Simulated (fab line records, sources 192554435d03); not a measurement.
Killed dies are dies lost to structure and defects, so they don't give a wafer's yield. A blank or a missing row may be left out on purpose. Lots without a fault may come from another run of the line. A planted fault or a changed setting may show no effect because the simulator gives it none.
A struck lot beside a sound one | flow n5_finfet | 30 steps out of a route of 1938
Sound: wafers L792.1, L792.3, L792.6. Struck: wafers L795.1, L795.2, L795.6. The cause comes at the end.
At each step with rows: each side's tool, then ch and its chambers, then its first start. Under that, the readings that differ: sound wafers | struck wafers | difference of the means | sigmas: that difference in standard deviations of wafers without a fault.
alike: readings whose means differ by less than 2 such deviations, and words and numbers that are the same on both sides. not compared: withheld readings, readings that some wafer has no value for, bounds like >300 that may hide the same value, and numbers for which the record gives no deviation and whose values overlap.
The two part at a step that has a row with sigmas, a row that says differs or no value, or rows on one side only. Numbers that don't overlap but have no deviation are shown without sigmas and don't part them. A reading that every wafer of one side lacks parts them only if that side has two wafers or more.

first, 9 steps without rows for these wafers: N5_PASSIVATION_EXPOSE_27 (exposes mask PAD, defocus 0 nm); N5_PASSIVATION_PEB_28; N5_PASSIVATION_DEVELOP_29 (develop time 60 s); N5_PASSIVATION_HARDBAKE_31 (time 120 s); N5_PASSIVATION_DESCUM_32 (chemistry O2, time 7.9 s); N5_PASSIVATION_AL_ETCH_33 (etches Al in Cl2/BCl3, stops on TaN, target depth 2800 nm, time 466.7 s); N5_PASSIVATION_ETCH_59 (etches TaN in Cl2/BCl3, target depth 65 nm, time 34.9 s); N5_PASSIVATION_STRIP_34 (strips in O2); N5_PASSIVATION_STRIP_51 (strips in post etch residue remover, time 1200 s).
N5_PASSIVATION_CLEAN_69: cleans in IPA, time 180 s.
  sound on wet_bench-04 ch 5,6,7, day 15 01:28; struck on wet_bench-04 ch 3,4,6, day 15 22:55
then, 19 steps without rows for these wafers: N5_PASSIVATION_SRD_70 (time 30 s); N5_PASSIVATION_PECVD_53 (deposits SiO2 from TEOS/O2, target thk 800 nm, time 169.4 s); N5_PASSIVATION_PECVD_35 (deposits SiNx from SiH4/NH3/N2, target thk 700 nm, time 151.3 s); N5_PASSIVATION_HMDS_37 (time 60 s); N5_PASSIVATION_COAT_38; N5_PASSIVATION_EBR_40; N5_PASSIVATION_SOFTBAKE_39 (time 120 s); N5_PASSIVATION_EXPOSE_41 (exposes mask PASS OPEN, defocus 0 nm, target cd 40000 nm); N5_PASSIVATION_PEB_42; N5_PASSIVATION_DEVELOP_43 (develop time 60 s); N5_PASSIVATION_HARDBAKE_45 (time 120 s); N5_PASSIVATION_DESCUM_46 (chemistry O2, time 7.9 s); N5_PASSIVATION_PASS_ETCH_47 (etches SiNx in CF4/O2, target depth 770 nm, time 385 s); N5_PASSIVATION_ETCH_54 (etches SiO2 in CHF3/O2, target depth 880 nm, time 440 s); N5_PASSIVATION_STRIP_48 (strips in O2); N5_PASSIVATION_STRIP_52 (strips in post etch residue remover, time 1200 s); N5_PASSIVATION_CLEAN_71 (cleans in IPA, time 180 s); N5_PASSIVATION_SRD_72 (time 30 s); N5_PASSIVATION_ANNEAL_56 (time 1800 s).
N5_PASSIVATION_PROBE_49:
  sound on prober-01, day 15 05:32; struck on prober-01, day 16 02:44
  reading                  | sound          | struck         | difference | sigmas
  defect_limited_yield (%) | 90.6 91.2 91.0 | 83.9 83.6 85.1 | -6.7       | -4
  killed_at_other          | 5 1 0          | 115 122 107    | +113       | +39
  killed_dies              | 111 104 106    | 190 193 176    | +79        | +4
  sort_bin_5_function (%)  | 5.2 5.8 5.1    | 10.9 9.7 9.9   | +4.8       | +5
  sort_n_pass              | 1069 1076 1074 | 990 987 1004   | -79        | -4
  sort_yield_pct (%)       | 90.6 91.2 91.0 | 83.9 83.6 85.1 | -6.7       | -4
  alike: killed_at_M0_to_M3, killed_at_M4_up, killed_at_contacts, killed_at_front_end, killed_on_rim, killed_open, killed_short, sort_bin_6_memory

WHERE THEY PART
Only at N5_PASSIVATION_PROBE_49, within this record.

WHY: what the simulator had put in
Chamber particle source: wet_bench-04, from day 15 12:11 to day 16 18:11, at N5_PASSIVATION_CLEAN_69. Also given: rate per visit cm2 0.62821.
